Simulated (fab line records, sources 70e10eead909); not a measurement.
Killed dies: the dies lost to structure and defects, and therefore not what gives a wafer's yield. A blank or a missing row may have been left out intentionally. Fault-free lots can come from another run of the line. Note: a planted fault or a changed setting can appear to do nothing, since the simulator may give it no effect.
Which tool did it? -- flow nand_harc -- 39 wafers from 13 lots sampled at 5 of the route's 1159 steps

## WHAT THE GAUGES READ, wafer by wafer
NHARC_A_CONTACT_CD_MEAS_08: target cd 100 nm.
lot,measured,on,cd_nm (nm)
L299,day 17 09:09,cd_sem-02,100.3 100.1 99.8
L296,day 17 11:01,cd_sem-01,100.3 99.6 100.1
L297,day 17 17:44,cd_sem-03,100.3 99.4 100.2
L302,day 18 15:08,cd_sem-01,100.8 100.2 100.4
L303,day 19 08:43,cd_sem-02,99.9 99.7 99.8
L305,day 19 10:02,cd_sem-01,99.5 100.0 99.4
L307,day 20 15:44,cd_sem-02,100.0 100.0 99.7
L308,day 20 21:53,cd_sem-02,100.6 99.8 100.2
L306,day 21 08:22,cd_sem-01,100.1 99.7 100.1
L311,day 21 11:58,cd_sem-03,100.0 100.4 100.3
L314,day 21 17:10,cd_sem-02,99.8 100.0 98.8
L316,day 22 00:57,cd_sem-02,99.8 99.4 99.5
L315,day 22 09:16,cd_sem-03,99.4 99.2 99.9

NHARC_END_SORT_01.
lot,measured,on,killed_at_array,killed_at_other,killed_at_periphery,killed_dies,killed_open,killed_short
L308,day 23 14:50,prober-02,675 674 28,1 0 0,1 3 0,677 677 28,0 4 2,2 4 2
L306,day 23 14:49,prober-01,24 27 23,1 1 0,5 4 2,30 32 25,3 5 3,4 1 0
L311,day 23 21:04,prober-02,40 672 676,0 0 0,7 5 1,47 677 677,3 3 3,4 4 1
L314,day 24 03:57,prober-01,17 672 16,0 1 0,5 4 6,22 677 22,4 3 6,0 0 2

## EACH LOT AND THE TOOL THAT RAN IT (in order: tool; ch and the chambers of the sampled wafers; start)
lot,NHARC_A_CONTACT_ETCH_88,NHARC_A_CONTACT_ETCH_139,NHARC_A_CONTACT_ETCH_92
L299,"rie_diel-04 ch 2,3, day 17 09:25","har_cap_etch-01 ch 0,1, day 17 11:05","rie_diel-04 ch 2,3, day 17 11:29"
L296,"rie_diel-11 ch 0,1, day 17 11:17","har_cap_etch-02 ch 0,1, day 17 13:10","rie_diel-04 ch 0,3, day 17 13:29"
L297,"rie_diel-04 ch 0,1,2, day 17 18:01","har_cap_etch-02 ch 0,1, day 17 19:42","rie_diel-03 ch 0,1,3, day 17 20:05"
L302,"rie_diel-04 ch 0,1,3, day 18 15:25","har_cap_etch-01 ch 0,1, day 18 17:04","rie_diel-04 ch 0,2,3, day 18 17:24"
L303,"rie_diel-03 ch 0,3, day 19 09:00","har_cap_etch-03 ch 0,1, day 19 10:35","rie_diel-11 ch 0,2, day 19 11:01"
L305,"rie_diel-03 ch 0,2, day 19 10:18","har_cap_etch-02 ch 0,1, day 19 11:56","rie_diel-11 ch 0,3, day 19 12:19"
L307,"rie_diel-11 ch 1,2,3, day 20 16:29","har_cap_etch-03 ch 0,1, day 20 19:28","rie_diel-11 ch 0,2,3, day 20 19:53"
L308,"rie_diel-11 ch 0,3, day 20 22:09","har_cap_etch-02 ch 0,1, day 21 00:08","rie_diel-03 ch 0,2,3, day 21 00:29"
L306,"rie_diel-04 ch 0,1, day 21 08:38","har_cap_etch-02 ch 0,1, day 21 10:20","rie_diel-04 ch 0,2,3, day 21 10:40"
L311,"rie_diel-11 ch 0,2, day 21 12:14","har_cap_etch-02 ch 0,1, day 21 13:50","rie_diel-03 ch 0,1,2, day 21 14:14"
L314,"rie_diel-11 ch 0,1,2, day 21 17:26","har_cap_etch-03 ch 0,1, day 21 19:01","rie_diel-03 ch 0,1,2, day 21 19:26"
L316,"rie_diel-03 ch 1,2,3, day 22 01:17","har_cap_etch-02 ch 0,1, day 22 02:53","rie_diel-03 ch 0,3, day 22 03:16"
L315,"rie_diel-03 ch 1,2, day 22 09:35","har_cap_etch-02 ch 0,1, day 22 11:20","rie_diel-04 ch 1,2,3, day 22 11:44"
- NHARC_A_CONTACT_ETCH_88: etches the open film in CF4, target depth 39 nm, time 65 s.
- NHARC_A_CONTACT_ETCH_139: etches the open film in C4F8/O2/Ar, time 137 s, target depth 590 nm.
- NHARC_A_CONTACT_ETCH_92: etches the open film in CH3F/O2, target depth 40 nm, time 85.7 s.

## AS READ BY THE TOOLS THEMSELVES (means over the sampled wafers that have a number; for cases with no such wafer, the mark the record gives instead)
NHARC_A_CONTACT_ETCH_88.
lot,tool,drypump_motor_current_A (A),oes_product_au (a.u.),rf_vpp_V (V),showerhead_plenum_p_Torr (Torr),throttle_valve_pct (%)
L299,rie_diel-04,5.8,1.001,151.4,1.74,13.289
L296,rie_diel-11,5.4,1.003,151.1,1.77,13.280
L297,rie_diel-04,5.5,1.009,150.8,1.75,13.285
L302,rie_diel-04,5.7,1.009,150.3,1.76,13.282
L303,rie_diel-03,5.7,0.999,150.5,1.72,13.279
L305,rie_diel-03,5.4,0.991,151.7,1.77,13.284
L307,rie_diel-11,5.8,1.013,152.9,1.82,13.288
L308,rie_diel-11,5.5,0.860,151.0,1.76,13.284
L306,rie_diel-04,5.3,1.010,151.3,1.75,13.270
L311,rie_diel-11,5.6,0.860,151.1,1.78,13.280
L314,rie_diel-11,5.6,0.930,152.0,1.80,13.289
L316,rie_diel-03,5.8,0.998,151.1,1.84,13.285
L315,rie_diel-03,5.5,0.992,152.2,1.84,13.279

NHARC_A_CONTACT_ETCH_92.
lot,tool,drypump_motor_current_A (A),oes_product_au (a.u.),rf_vpp_V (V),showerhead_plenum_p_Torr (Torr),throttle_valve_pct (%)
L299,rie_diel-04,6.0,0.93,245.1,2.43,20.663
L296,rie_diel-04,6.0,0.94,245.6,2.49,20.678
L297,rie_diel-03,5.8,1.00,244.7,2.49,20.658
L302,rie_diel-04,5.9,0.93,244.7,2.44,20.671
L303,rie_diel-11,5.8,1.02,245.2,2.54,20.651
L305,rie_diel-11,5.7,1.00,244.7,2.48,20.660
L307,rie_diel-11,5.8,0.93,244.8,2.51,20.662
L308,rie_diel-03,5.7,0.99,244.8,2.46,20.664
L306,rie_diel-04,5.9,0.94,244.8,2.44,20.664
L311,rie_diel-03,5.5,0.93,244.6,2.49,20.653
L314,rie_diel-03,5.5,0.92,244.4,2.49,20.657
L316,rie_diel-03,5.7,0.93,243.7,2.38,20.663
L315,rie_diel-04,5.6,0.92,243.0,2.41,20.664

## THE ANSWER, worked out from the rows above alone
Rule: the lots themselves supply what counts as usual. Put in order of their means at a reading, lots are off if they are a third of the lots or fewer, leave a main group of 4 or more, and stand apart from it by a gap of 3 or more times the standard deviation of the main group's means; of several such gaps the widest counts. A main group is skipped when, at the precision printed for the reading in the tables above, its means are all equal. Also off: a lot with no number at a reading for which 4 or more lots have one. Where the step has rows for the other lots, those lots are counted as sound. Order of review: gauges by route order, followed by the tools' own readings, for which a lot's mean as printed above is used. At the first step where some lot is off, the reading lying furthest off is the one used; lots without a number count as furthest.
Off at NHARC_A_CONTACT_ETCH_88 (oes_product_au): L308, L311, L314. The main group has a mean of 1.002 a.u. with a standard deviation of 0.0073.
A tool fits if, at that step or a process step before it, it ran every lot that is off, and no sound lot after the first of them. One fits: NHARC_A_CONTACT_ETCH_88 on rie_diel-11. Its last sound lot is L307 (day 20 16:29), its first lot that is off L308 (day 20 22:09): a fault that began between those two fits.
On the lots that are off, the tool's own readings at NHARC_A_CONTACT_ETCH_88 differ by more than 5 times the standard deviation of the sound lots' means, which bears it out; oes_product_au reads 0.883 a.u. there versus 1.002 a.u. on the sound lots.

## WHAT WAS PUT IN BY THE SIMULATOR
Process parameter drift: rie_diel-11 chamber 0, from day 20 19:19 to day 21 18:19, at NHARC_A_CONTACT_ETCH_88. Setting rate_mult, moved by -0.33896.
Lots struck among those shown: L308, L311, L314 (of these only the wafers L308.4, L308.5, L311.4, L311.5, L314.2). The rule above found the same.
